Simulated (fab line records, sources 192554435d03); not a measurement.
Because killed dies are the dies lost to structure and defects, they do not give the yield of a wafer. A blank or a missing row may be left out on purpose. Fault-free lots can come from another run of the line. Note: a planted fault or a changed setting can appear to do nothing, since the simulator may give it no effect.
Chamber matching	flow n5_finfet	N5_MOL_CONTACT_COAG_DESCUM_45 on rie_diel-06: 4 sister chambers
The step chemistry O2, time 7 s. 8 wafers are shown with their chamber, then 10 later ones without.

WAFERS, EACH WITH ITS CHAMBER
wafer	chamber	drypump_motor_current_A (A)	showerhead_plenum_p_Torr (Torr)
L085.2	2	5.4	2.23
L085.5	0	5.3	2.25
L090.5	2	5.4	2.22
L090.6	3	5.1	2.19
L091.1	3	5.1	2.19
L091.5	1	6.6	2.01
L092.1	0	5.3	2.24
L092.3	1	6.7	2.01

WAFERS WITHOUT THEIR CHAMBER
wafer	drypump_motor_current_A (A)	showerhead_plenum_p_Torr (Torr)
L092.6	5.2	2.19
L093.2	6.7	2.01
L093.4	5.3	2.24
L093.6	5.1	2.19
L094.1	6.7	2.01
L094.2	5.4	2.22
L094.6	5.3	2.24
L096.1	6.6	2.01
L096.2	5.4	2.22
L096.6	5.2	2.19

WHICH CHAMBER EACH WENT THROUGH
wafer	from the rows above	in truth
L092.6	3	3
L093.2	1	1
L093.4	0	0
L093.6	3	3
L094.1	1	1
L094.2	2	2
L094.6	0	0
L096.1	1	1
L096.2	2	2
L096.6	3	3
Correct placement for 10 of the 10. Number that these rows cannot place: 0. Placed wrongly: 0.
How it was worked out, from the rows above alone: a wafer's distance from a chamber is the root of the sum, over the readings, of the square of ((its reading less the chamber's mean) divided by the reading's scatter). If the next closest chamber is less than 2 further off than the closest, the wafer can't be placed; otherwise it belongs to the closest. For every chamber, the mean is computed from those of its wafers that are shown. The scatter is the square root of a quotient: the sum, over the shown wafers, of each reading's squared deviation from its chamber's mean, divided by wafers minus chambers.
